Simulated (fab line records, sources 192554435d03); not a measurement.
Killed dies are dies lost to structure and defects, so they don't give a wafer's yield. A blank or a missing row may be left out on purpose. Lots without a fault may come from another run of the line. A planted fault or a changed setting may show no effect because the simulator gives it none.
Chamber matching | flow n5_finfet | N5_BEOL_M5_PRE_CLEAN_77 on cvd_co-01: 3 sister chambers
The step time 15 s. 3 wafers are shown with their chamber, then 11 later ones without.

WAFERS WITH THEIR CHAMBER
wafer  | chamber | heater_power_w (W)
L086.3 | 1       | 81
L086.5 | 0       | 73
L090.3 | 2       | 74

WAFERS WITHOUT THEIR CHAMBER
wafer  | heater_power_w (W)
L090.4 | 81
L090.5 | 71
L093.2 | 78
L093.3 | 73
L093.4 | 80
L094.1 | 82
L094.5 | 71
L094.6 | 77
L096.1 | 73
L096.2 | 81
L096.4 | 70

WHICH CHAMBER EACH WENT THROUGH
wafer  | from the rows above          | in truth
L090.4 | 1                            | 1
L090.5 | can't be placed: 0 or 2      | 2
L093.2 | can't be placed: 1 or 2 or 0 | 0
L093.3 | can't be placed: 0 or 2      | 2
L093.4 | 1                            | 1
L094.1 | 1                            | 1
L094.5 | can't be placed: 0 or 2      | 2
L094.6 | can't be placed: 2 or 0 or 1 | 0
L096.1 | can't be placed: 0 or 2      | 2
L096.2 | 1                            | 1
L096.4 | can't be placed: 0 or 2      | 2
Placed correctly: 4 of 11. Can't be placed from these rows: 7 (the true chamber is among the candidates in 7). Placed wrongly: 0.
How it was worked out, from the rows above alone: a wafer's distance from a chamber is the root of the sum, over the readings, of the square of ((its reading less the chamber's mean) divided by the reading's scatter). The wafer belongs to the nearest chamber; if the next one is less than 2 further off, it can't be placed. A chamber's mean is the mean of its shown wafers. The scatter: with one shown wafer a chamber, the root of the mean of the squares of how far each hidden wafer lies from its nearest shown one.
